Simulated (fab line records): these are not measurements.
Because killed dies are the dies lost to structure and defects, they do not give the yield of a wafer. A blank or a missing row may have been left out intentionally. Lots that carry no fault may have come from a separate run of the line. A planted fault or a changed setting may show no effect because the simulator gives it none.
Which tool did it? -- flow n5_finfet -- 14 lots with 36 wafers sampled at 4 steps, on a route of 1938 steps

WHAT THE GAUGES SHOWED, per wafer
N5_DUMMY_GATE_INSPECT_27: inspects for defects (brightfield). Usual: 289 for raw_defect_count, sd 73.
lot,measured,on,raw_defect_count,flag
L610,day 3 01:23,defect_inspect-02,275 299 313,
L611,day 3 07:11,defect_inspect-01,239 278 303,
L612,day 3 12:36,defect_inspect-02,524 472 522,
L613,day 3 18:10,defect_inspect-01,235 359 277,
L614,day 3 23:56,defect_inspect-02,283 246,
L615,day 4 05:44,defect_inspect-02,224 211,
L616,day 4 10:43,defect_inspect-02,399 186,
L617,day 4 21:06,defect_inspect-01,246 244,
L618,day 5 00:26,defect_inspect-02,204 272 236,
L619,day 5 07:40,defect_inspect-02,285 252 163,
L621,day 5 17:46,defect_inspect-01,353 285,
L624,day 6 11:10,defect_inspect-02,326 293,
L630,day 7 23:26,defect_inspect-01,355 332 248,
L631,day 8 08:15,defect_inspect-02,232 236 173,

N5_SPACER0_INSPECT_04: inspects for defects (darkfield). Usual: 136 for raw_defect_count, sd 32.
lot,measured,on,raw_defect_count,flag
L610,day 3 02:38,defect_inspect-02,117 123 141,
L611,day 3 07:47,defect_inspect-02,89 109 136,
L612,day 3 14:05,defect_inspect-02,228 236 230,
L613,day 3 19:11,defect_inspect-02,103 190 171,
L614,day 4 00:32,defect_inspect-01,135 119,
L615,day 4 06:21,defect_inspect-01,100 113,
L616,day 4 11:49,defect_inspect-02,175 111,
L617,day 4 22:00,defect_inspect-02,109 135,
L618,day 5 01:02,defect_inspect-01,100 133 101,
L619,day 5 08:16,defect_inspect-01,133 123 110,
L621,day 5 18:44,defect_inspect-02,163 131,
L624,day 6 12:02,defect_inspect-02,148 126,
L630,day 8 00:02,defect_inspect-01,143 165 121,
L631,day 8 08:52,defect_inspect-02,122 105 79,

WHAT TOOL EACH LOT RAN ON (gives the tool, then ch and the chambers of the sampled wafers, and finally the start)
lot,N5_DUMMY_GATE_TRIM_49,N5_DUMMY_GATE_ETCH_32
L610,"rie_si-03 ch 0,2, day 3 00:28","rie_si-01 ch 0,1,2, day 3 00:55"
L611,"rie_si-01 ch 0,1, day 3 06:14","rie_si-03 ch 0,3, day 3 06:42"
L612,"rie_si-01 ch 0,1,3, day 3 11:28","rie_si-01 ch 0,3, day 3 12:07"
L613,"rie_si-01 ch 1,2,3, day 3 17:07","rie_si-05 ch 0,2, day 3 17:41"
L614,"rie_si-05 ch 1,3, day 3 22:59","rie_si-03 ch 2,3, day 3 23:26"
L615,"rie_si-01 ch 2,3, day 4 04:35","rie_si-05 ch 1,3, day 4 05:08"
L616,"rie_si-05 ch 0,3, day 4 09:47","rie_si-01 ch 0,3, day 4 10:14"
L617,"rie_si-03 ch 0,1, day 4 20:02","rie_si-01 ch 2,3, day 4 20:29"
L618,"rie_si-01 ch 0,2,3, day 4 23:25","rie_si-05 ch 0,2,3, day 4 23:57"
L619,"rie_si-03 ch 0,1,2, day 5 06:43","rie_si-05 ch 0,2,3, day 5 07:10"
L621,"rie_si-01 ch 1,3, day 5 16:37","rie_si-01 ch 0,1, day 5 17:15"
L624,"rie_si-03 ch 1,3, day 6 10:13","rie_si-01 ch 1,2, day 6 10:40"
L630,"rie_si-01 ch 0,1,2, day 7 22:28","rie_si-03 ch 2,3, day 7 22:55"
L631,"rie_si-03 ch 0,1,3, day 8 07:18","rie_si-05 ch 0,2,3, day 8 07:44"
- N5_DUMMY_GATE_TRIM_49: chemistry O2, time 29 s, target cd 14 nm.
- N5_DUMMY_GATE_ETCH_32: etches SiO2 in CF4, target depth 3.5 nm, time 3.9 s.

AS READ BY THE TOOLS THEMSELVES (means over the sampled wafers that have a number; for cases with no such wafer, the mark the record gives instead)
N5_DUMMY_GATE_TRIM_49. Usual: drypump_motor_current_A 5.30 A, standard deviation 0.26; oes_product_au 0.992 a.u., standard deviation 0.014; throttle_valve_pct 8.20 %, standard deviation 0.1.
lot,tool,drypump_motor_current_A (A),oes_product_au (a.u.),throttle_valve_pct (%),flag
L610,rie_si-03,5.30,0.992,8.20,
L611,rie_si-01,5.07,1.001,8.21,
L612,rie_si-01,5.29,0.998,8.20,
L613,rie_si-01,5.24,0.995,8.25,
L614,rie_si-05,5.62,0.999,8.16,
L615,rie_si-01,5.43,1.004,8.27,
L616,rie_si-05,5.38,0.997,8.25,
L617,rie_si-03,5.44,0.972,8.00,
L618,rie_si-01,5.45,1.000,8.21,
L619,rie_si-03,5.39,0.975,8.10,
L621,rie_si-01,5.20,1.011,8.25,
L624,rie_si-03,5.20,0.978,8.07,
L630,rie_si-01,5.24,1.000,8.22,
L631,rie_si-03,5.27,0.982,8.08,

N5_DUMMY_GATE_ETCH_32. Usual: drypump_motor_current_A 5.33 A, standard deviation 0.27; oes_product_au 0.990 a.u., standard deviation 0.021; throttle_valve_pct 21.92 %, standard deviation 0.28.
lot,tool,drypump_motor_current_A (A),oes_product_au (a.u.),throttle_valve_pct (%),flag
L610,rie_si-01,5.24,0.980,22.10,
L611,rie_si-03,5.27,1.003,21.79,
L612,rie_si-01,5.52,1.022,21.63,
L613,rie_si-05,5.17,0.963,22.04,
L614,rie_si-03,5.09,0.997,22.07,
L615,rie_si-05,5.62,0.994,21.70,
L616,rie_si-01,5.51,1.009,21.66,
L617,rie_si-01,5.43,0.991,21.87,
L618,rie_si-05,5.40,0.980,22.00,
L619,rie_si-05,5.40,0.987,22.00,
L621,rie_si-01,5.20,1.137,22.08,OFF
L624,rie_si-01,5.09,1.122,22.31,OFF
L630,rie_si-03,5.15,0.997,22.12,
L631,rie_si-05,5.38,0.977,22.01,

THE ANSWER, worked out from the rows above alone
Rule: lot off if the mean of its wafers having a number is beyond 3 standard deviations from the usual mean. A lot without any number at a reading at which 4 lots or more have one is off too. Where the step has rows for the other lots, those lots are counted as sound. First the gauges in route order, then the tools' own readings, where a lot's mean is used as printed above. At the first step where some lot is off, the reading lying furthest off is the one used; lots without a number count as furthest.
Off, at N5_DUMMY_GATE_ETCH_32 on oes_product_au: L621, L624.
A tool fits if, at that step or a process step before it, it ran every lot that is off, and no sound lot after the first of them. One fits: rie_si-01 at N5_DUMMY_GATE_ETCH_32. Its last sound lot is L617 (day 4 20:29), its first lot that is off L621 (day 5 17:15): a fault that began between those two fits.
The tool's own readings at N5_DUMMY_GATE_ETCH_32 bear it out: on the lots that are off they differ by more than 5 times the standard deviation of the sound lots' means. oes_product_au reads 1.130 a.u. there against 0.992 a.u. on the sound lots.

WHAT HAD BEEN PUT IN BY THE SIMULATOR
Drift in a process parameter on rie_si-01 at N5_DUMMY_GATE_ETCH_32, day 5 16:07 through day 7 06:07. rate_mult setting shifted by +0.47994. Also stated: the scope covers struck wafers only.
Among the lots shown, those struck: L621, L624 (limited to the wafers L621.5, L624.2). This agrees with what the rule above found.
